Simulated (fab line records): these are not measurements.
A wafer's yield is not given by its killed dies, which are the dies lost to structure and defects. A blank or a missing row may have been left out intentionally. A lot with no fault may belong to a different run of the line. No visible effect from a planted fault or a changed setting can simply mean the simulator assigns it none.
Split-lot experiment / flow n5 finfet / 7 lots, 21 wafers read, on a route of 1938 steps

## ABOUT THE SPLIT
At N5_BEOL_M1_SPUTTER_79 (material Cu, target thk 4.5 nm, time 8.29 s), the setting time s was moved away from the recipe's 8.29 s on 2 of the 21 wafers read, by -13.2% to -6.1%. This setting was run at the recipe's value on the other wafers.

Reading taken at the split's own step.

## THE READING
Cu_of_BEOL_M1_SPUTTER_79.thk nm (the simulator's own value, which no gauge read), in nm, at N5_BEOL_M1_SPUTTER_79 (material Cu, target thk 4.5 nm, time 8.29 s). No usual value for it is given in the file. Average 4.5 nm, standard deviation 0.12 nm, over the 19 wafers here run with the recipe.

wafer=L075.1; tool, chamber at the split=pvd sputter-01, -; time s as run, s=8.29; against the recipe=recipe; Cu_of_BEOL_M1_SPUTTER_79.thk nm, nm=4.6; against lot-mates on the recipe=-
wafer=L075.3; tool, chamber at the split=pvd sputter-01, -; time s as run, s=8.29; against the recipe=recipe; Cu_of_BEOL_M1_SPUTTER_79.thk nm, nm=4.6; against lot-mates on the recipe=-
wafer=L075.2; tool, chamber at the split=pvd sputter-01, -; time s as run, s=7.193; against the recipe=-13.2%; Cu_of_BEOL_M1_SPUTTER_79.thk nm, nm=3.8; against lot-mates on the recipe=-0.8
wafer=L077.1; tool, chamber at the split=pvd sputter-02, -; time s as run, s=8.29; against the recipe=recipe; Cu_of_BEOL_M1_SPUTTER_79.thk nm, nm=4.6; against lot-mates on the recipe=-
wafer=L077.2; tool, chamber at the split=pvd sputter-02, -; time s as run, s=7.787; against the recipe=-6.1%; Cu_of_BEOL_M1_SPUTTER_79.thk nm, nm=4.2; against lot-mates on the recipe=-0.3
wafer=L077.5; tool, chamber at the split=pvd sputter-02, -; time s as run, s=8.29; against the recipe=recipe; Cu_of_BEOL_M1_SPUTTER_79.thk nm, nm=4.4; against lot-mates on the recipe=-
wafer=L085.1; tool, chamber at the split=pvd sputter-02, -; time s as run, s=8.29; against the recipe=recipe; Cu_of_BEOL_M1_SPUTTER_79.thk nm, nm=4.4; against lot-mates on the recipe=-
wafer=L085.3; tool, chamber at the split=pvd sputter-02, -; time s as run, s=8.29; against the recipe=recipe; Cu_of_BEOL_M1_SPUTTER_79.thk nm, nm=4.4; against lot-mates on the recipe=-
wafer=L085.4; tool, chamber at the split=pvd sputter-02, -; time s as run, s=8.29; against the recipe=recipe; Cu_of_BEOL_M1_SPUTTER_79.thk nm, nm=4.4; against lot-mates on the recipe=-
wafer=L088.2; tool, chamber at the split=pvd sputter-01, -; time s as run, s=8.29; against the recipe=recipe; Cu_of_BEOL_M1_SPUTTER_79.thk nm, nm=4.4; against lot-mates on the recipe=-
wafer=L088.6; tool, chamber at the split=pvd sputter-01, -; time s as run, s=8.29; against the recipe=recipe; Cu_of_BEOL_M1_SPUTTER_79.thk nm, nm=4.4; against lot-mates on the recipe=-
wafer=L088.3; tool, chamber at the split=pvd sputter-01, -; time s as run, s=8.29; against the recipe=recipe; Cu_of_BEOL_M1_SPUTTER_79.thk nm, nm=4.2; against lot-mates on the recipe=-
wafer=L091.2; tool, chamber at the split=pvd sputter-03, -; time s as run, s=8.29; against the recipe=recipe; Cu_of_BEOL_M1_SPUTTER_79.thk nm, nm=4.6; against lot-mates on the recipe=-
wafer=L091.3; tool, chamber at the split=pvd sputter-03, -; time s as run, s=8.29; against the recipe=recipe; Cu_of_BEOL_M1_SPUTTER_79.thk nm, nm=4.6; against lot-mates on the recipe=-
wafer=L091.6; tool, chamber at the split=pvd sputter-03, -; time s as run, s=8.29; against the recipe=recipe; Cu_of_BEOL_M1_SPUTTER_79.thk nm, nm=4.6; against lot-mates on the recipe=-
wafer=L092.1; tool, chamber at the split=pvd sputter-01, -; time s as run, s=8.29; against the recipe=recipe; Cu_of_BEOL_M1_SPUTTER_79.thk nm, nm=4.6; against lot-mates on the recipe=-
wafer=L092.3; tool, chamber at the split=pvd sputter-01, -; time s as run, s=8.29; against the recipe=recipe; Cu_of_BEOL_M1_SPUTTER_79.thk nm, nm=4.6; against lot-mates on the recipe=-
wafer=L092.4; tool, chamber at the split=pvd sputter-01, -; time s as run, s=8.29; against the recipe=recipe; Cu_of_BEOL_M1_SPUTTER_79.thk nm, nm=4.4; against lot-mates on the recipe=-
wafer=L097.2; tool, chamber at the split=pvd sputter-02, -; time s as run, s=8.29; against the recipe=recipe; Cu_of_BEOL_M1_SPUTTER_79.thk nm, nm=4.6; against lot-mates on the recipe=-
wafer=L097.6; tool, chamber at the split=pvd sputter-02, -; time s as run, s=8.29; against the recipe=recipe; Cu_of_BEOL_M1_SPUTTER_79.thk nm, nm=4.6; against lot-mates on the recipe=-
wafer=L097.5; tool, chamber at the split=pvd sputter-02, -; time s as run, s=8.29; against the recipe=recipe; Cu_of_BEOL_M1_SPUTTER_79.thk nm, nm=4.4; against lot-mates on the recipe=-

THE FIT
A straight line over all 21 wafers: Cu_of_BEOL_M1_SPUTTER_79.thk nm changes by +0.0519 nm for each +1% of time s; r = +0.81; the points scatter about the line by 0.12 nm.
The same after taking each lot's own level away (the mean of its wafers on the recipe; 21 wafers): +0.0587 nm for each +1%; r = +0.93; scatter 0.074 nm.
According to that fit, moving time s by its largest amount changes the reading by 0.78 nm.
Measured against the standard deviation above, the lots' own levels, which go from 4.33 to 4.60 nm, span 2.2 times it.
Hence the slope depends on the lot-to-lot level, as the two fits are not the same.
Check: -0.654 nm against its lot-mates is what the line predicts for one of the wafers moved furthest among these (-13.2%) when that wafer is left out of the fit. It came out at -0.8 nm against them.

## FURTHER SPLITS ON THESE WAFERS
Other splits were also applied to these wafers ahead of the reading. Each is held against what the fit with the lots' levels taken away leaves over:
other split on the same wafers=N5_BEOL_M0_SAQP_SPACER1_ALD_98 ald cycles; wafers away from the commonest value=8; r with Cu_of_BEOL_M1_SPUTTER_79.thk nm (lot level and that fit taken away)=+0.16
other split on the same wafers=N5_BEOL_M0_SAQP_ETCH_107 bias w; wafers away from the commonest value=10; r with Cu_of_BEOL_M1_SPUTTER_79.thk nm (lot level and that fit taken away)=+0.02
other split on the same wafers=N5_BEOL_M0_DEP_125 time s; wafers away from the commonest value=8; r with Cu_of_BEOL_M1_SPUTTER_79.thk nm (lot level and that fit taken away)=-0.12
other split on the same wafers=N5_BEOL_M1_ILD_DEP_00 time s; wafers away from the commonest value=5; r with Cu_of_BEOL_M1_SPUTTER_79.thk nm (lot level and that fit taken away)=-0.27

## THE FILE'S OWN FIT
Cu_of_BEOL_M1_SPUTTER_79.thk nm changes by +0.0585 nm for each +1% of time s, r = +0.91.
